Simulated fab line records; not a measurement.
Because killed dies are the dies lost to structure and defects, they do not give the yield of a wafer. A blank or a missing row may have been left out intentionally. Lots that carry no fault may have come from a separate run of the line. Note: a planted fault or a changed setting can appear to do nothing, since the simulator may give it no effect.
Which tool was responsible? :: flow n5Finfet :: Sampling: 14 lots, 36 wafers, 3 of 1938 route steps

## WHAT THE GAUGES READ, wafer by wafer
N5_BEOL_M15_THK_MEAS_50: measures by xrf. Usual: M15_THK typically reads 829 nm, with standard deviation 13.
lot: L679
measured: day 11 21:30
on: filmMetro-02
M15_THK (nm): 853 831 850
flag: 

lot: L680
measured: day 12 04:55
on: filmMetro-02
M15_THK (nm): 825 825 816
flag: 

lot: L681
measured: day 12 01:41
on: filmMetro-02
M15_THK (nm): 815 835 844
flag: 

lot: L682
measured: day 12 04:41
on: filmMetro-02
M15_THK (nm): 830 819 830
flag: 

lot: L684
measured: day 13 01:25
on: filmMetro-02
M15_THK (nm): 800 824 818
flag: 

lot: L685
measured: day 13 12:55
on: filmMetro-02
M15_THK (nm): 816 838 846
flag: 

lot: L687
measured: day 13 15:59
on: filmMetro-02
M15_THK (nm): 821
flag: 

lot: L689
measured: day 14 10:28
on: filmMetro-01
M15_THK (nm): 809
flag: 

lot: L692
measured: day 14 19:19
on: filmMetro-01
M15_THK (nm): 820 829 839
flag: 

lot: L691
measured: day 14 18:31
on: filmMetro-02
M15_THK (nm): 824
flag: 

lot: L694
measured: day 15 11:32
on: filmMetro-01
M15_THK (nm): 821 823 820
flag: 

lot: L697
measured: day 16 05:56
on: filmMetro-01
M15_THK (nm): 816 819 843
flag: 

lot: L696
measured: day 16 07:16
on: filmMetro-02
M15_THK (nm): 838 866 858
flag: 

lot: L699
measured: day 17 03:47
on: filmMetro-02
M15_THK (nm): 833 822 838
flag: 

## WHAT TOOL EACH LOT RAN ON (gives the tool, then ch and the chambers of the sampled wafers, and finally the start)
lot: L679
N5_BEOL_M7_PRE_CLEAN_55: pecvd-02 ch 0,1,2, day 9 14:42
N5_BEOL_M15_ANNEAL_48: rtpAnneal-02 ch 0, day 11 20:51

lot: L680
N5_BEOL_M7_PRE_CLEAN_55: pecvd-01 ch 0,1, day 9 17:14
N5_BEOL_M15_ANNEAL_48: rtpAnneal-01 ch 0, day 12 04:11

lot: L681
N5_BEOL_M7_PRE_CLEAN_55: pecvd-02 ch 0,1, day 10 00:30
N5_BEOL_M15_ANNEAL_48: rtpAnneal-02 ch 0, day 12 01:05

lot: L682
N5_BEOL_M7_PRE_CLEAN_55: pecvd-02 ch 0,1, day 10 01:16
N5_BEOL_M15_ANNEAL_48: rtpAnneal-02 ch 0, day 12 03:52

lot: L684
N5_BEOL_M7_PRE_CLEAN_55: pecvd-01 ch 0,1, day 10 13:30
N5_BEOL_M15_ANNEAL_48: rtpAnneal-01 ch 0, day 13 00:49

lot: L685
N5_BEOL_M7_PRE_CLEAN_55: pecvd-01 ch 1,2, day 11 01:39
N5_BEOL_M15_ANNEAL_48: rtpAnneal-02 ch 0, day 13 12:22

lot: L687
N5_BEOL_M7_PRE_CLEAN_55: pecvd-01 ch 1, day 11 01:55
N5_BEOL_M15_ANNEAL_48: rtpAnneal-02 ch 0, day 13 15:27

lot: L689
N5_BEOL_M7_PRE_CLEAN_55: pecvd-01 ch 1, day 11 22:00
N5_BEOL_M15_ANNEAL_48: rtpAnneal-01 ch 0, day 14 09:55

lot: L692
N5_BEOL_M7_PRE_CLEAN_55: pecvd-04 ch 0,1,2, day 12 05:10
N5_BEOL_M15_ANNEAL_48: rtpAnneal-02 ch 0, day 14 18:44

lot: L691
N5_BEOL_M7_PRE_CLEAN_55: pecvd-01 ch 1, day 12 06:56
N5_BEOL_M15_ANNEAL_48: rtpAnneal-02 ch 0, day 14 18:05

lot: L694
N5_BEOL_M7_PRE_CLEAN_55: pecvd-02 ch 0,1,2, day 13 11:13
N5_BEOL_M15_ANNEAL_48: rtpAnneal-02 ch 0, day 15 10:57

lot: L697
N5_BEOL_M7_PRE_CLEAN_55: pecvd-04 ch 0,1, day 13 16:46
N5_BEOL_M15_ANNEAL_48: rtpAnneal-01 ch 0, day 16 05:20

lot: L696
N5_BEOL_M7_PRE_CLEAN_55: pecvd-02 ch 0,1, day 13 18:15
N5_BEOL_M15_ANNEAL_48: rtpAnneal-01 ch 0, day 16 06:40

lot: L699
N5_BEOL_M7_PRE_CLEAN_55: pecvd-04 ch 0,1, day 14 05:05
N5_BEOL_M15_ANNEAL_48: rtpAnneal-02 ch 0, day 17 03:14
- N5_BEOL_M7_PRE_CLEAN_55: time 15 s.
- N5_BEOL_M15_ANNEAL_48: time 90 s.

## WHAT THE TOOLS THEMSELVES READ (means of the sampled wafers that have a number; where no wafer has one, the mark that the record gives instead)
N5_BEOL_M15_ANNEAL_48. Usual: annealTempC 225.01 C, standard deviation 0.17; annealTempCMax 225.86, standard deviation 0.22; wafer_temp_C_max 226.6, standard deviation 0.42.
lot: L679
tool: rtpAnneal-02
annealTempC (C): 224.89
annealTempCMax: 225.73
wafer_temp_C_max: 226.5
flag: 

lot: L680
tool: rtpAnneal-01
annealTempC (C): 224.95
annealTempCMax: 225.72
wafer_temp_C_max: 226.5
flag: 

lot: L681
tool: rtpAnneal-02
annealTempC (C): 224.97
annealTempCMax: 225.84
wafer_temp_C_max: 227.0
flag: 

lot: L682
tool: rtpAnneal-02
annealTempC (C): 225.09
annealTempCMax: 225.93
wafer_temp_C_max: 227.1
flag: 

lot: L684
tool: rtpAnneal-01
annealTempC (C): 224.99
annealTempCMax: 225.69
wafer_temp_C_max: 226.1
flag: 

lot: L685
tool: rtpAnneal-02
annealTempC (C): 224.83
annealTempCMax: 225.72
wafer_temp_C_max: 226.7
flag: 

lot: L687
tool: rtpAnneal-02
annealTempC (C): 225.21
annealTempCMax: 226.05
wafer_temp_C_max: 226.9
flag: 

lot: L689
tool: rtpAnneal-01
annealTempC (C): 225.10
annealTempCMax: 226.13
wafer_temp_C_max: 226.0
flag: 

lot: L692
tool: rtpAnneal-02
annealTempC (C): 225.22
annealTempCMax: 226.08
wafer_temp_C_max: 226.9
flag: 

lot: L691
tool: rtpAnneal-02
annealTempC (C): 224.93
annealTempCMax: 225.85
wafer_temp_C_max: 226.4
flag: 

lot: L694
tool: rtpAnneal-02
annealTempC (C): 224.98
annealTempCMax: 225.85
wafer_temp_C_max: 226.6
flag: 

lot: L697
tool: rtpAnneal-01
annealTempC (C): 225.22
annealTempCMax: 225.97
wafer_temp_C_max: 226.7
flag: 

lot: L696
tool: rtpAnneal-01
annealTempC (C): 224.99
annealTempCMax: 225.95
wafer_temp_C_max: 226.1
flag: 

lot: L699
tool: rtpAnneal-02
annealTempC (C): 225.09
annealTempCMax: 225.93
wafer_temp_C_max: 227.1
flag: 

## THE ANSWER, worked out from the rows above alone
Rule: a lot is off if the mean of its wafers that have a number lies more than 3 standard deviations from the usual mean. A lot without any number at a reading at which 4 lots or more have one is off too. Any other lot the step has rows for is counted as sound. Order of review: gauges by route order, followed by the tools' own readings, for which a lot's mean as printed above is used. The first step at which some lot is off is used, and at that step the reading that is off furthest; a lot without a number counts as furthest.
No lot is off at any reading shown: from this, nothing can be told.

## WHAT HAD BEEN PUT IN BY THE SIMULATOR
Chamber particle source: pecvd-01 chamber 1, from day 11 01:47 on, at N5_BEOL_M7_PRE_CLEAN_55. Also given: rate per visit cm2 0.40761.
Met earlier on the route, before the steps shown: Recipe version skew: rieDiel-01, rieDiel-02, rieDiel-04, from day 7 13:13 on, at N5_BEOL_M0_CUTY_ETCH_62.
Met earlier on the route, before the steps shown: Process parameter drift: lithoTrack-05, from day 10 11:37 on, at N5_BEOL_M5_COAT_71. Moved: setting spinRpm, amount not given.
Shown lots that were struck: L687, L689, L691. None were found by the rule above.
